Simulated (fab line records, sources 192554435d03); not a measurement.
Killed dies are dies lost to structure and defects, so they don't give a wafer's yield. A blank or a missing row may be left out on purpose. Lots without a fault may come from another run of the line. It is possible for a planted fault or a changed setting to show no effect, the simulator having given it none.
Matching of chambers + flow n5_finfet + rie_diel-06 running N5_BEOL_M5_ETCH_61: 4 sister chambers
The step etches SiARC in CF4, target depth 15.6 nm, time 26 s. 4 wafers are shown with their chamber, then 10 later ones without.

== WAFERS WITH THEIR CHAMBER ==
| wafer  | chamber | drypump_motor_current_A (A) |
|--------|---------|-----------------------------|
| L079.3 | 1       | 5.3                         |
| L080.4 | 0       | 6.2                         |
| L083.1 | 3       | 5.0                         |
| L083.2 | 2       | 5.7                         |

== WAFERS WHOSE CHAMBER IS MISSING ==
| wafer  | drypump_motor_current_A (A) |
|--------|-----------------------------|
| L083.6 | 6.2                         |
| L086.1 | 5.8                         |
| L086.2 | 5.0                         |
| L086.3 | 6.2                         |
| L086.4 | 5.3                         |
| L086.5 | 6.2                         |
| L086.6 | 5.3                         |
| L090.3 | 5.3                         |
| L090.4 | 5.0                         |
| L090.6 | 5.8                         |

== WHICH CHAMBER EACH WENT THROUGH ==
| wafer  | from the rows above | in truth |
|--------|---------------------|----------|
| L083.6 | 0                   | 0        |
| L086.1 | 2                   | 2        |
| L086.2 | 3                   | 3        |
| L086.3 | 0                   | 0        |
| L086.4 | 1                   | 1        |
| L086.5 | 0                   | 0        |
| L086.6 | 1                   | 1        |
| L090.3 | 1                   | 1        |
| L090.4 | 3                   | 3        |
| L090.6 | 2                   | 2        |
10 of 10 placed correctly. Number that these rows cannot place: 0. Number placed wrongly: 0.
How it was worked out, from the rows above alone: a wafer's distance from a chamber is the root of the sum, over the readings, of the square of ((its reading less the chamber's mean) divided by the reading's scatter). The wafer belongs to the nearest chamber; if the next one is less than 2 further off, it can't be placed. Each chamber's mean is taken over the wafers shown for it. The scatter: with one shown wafer a chamber, the root of the mean of the squares of how far each hidden wafer lies from its nearest shown one.
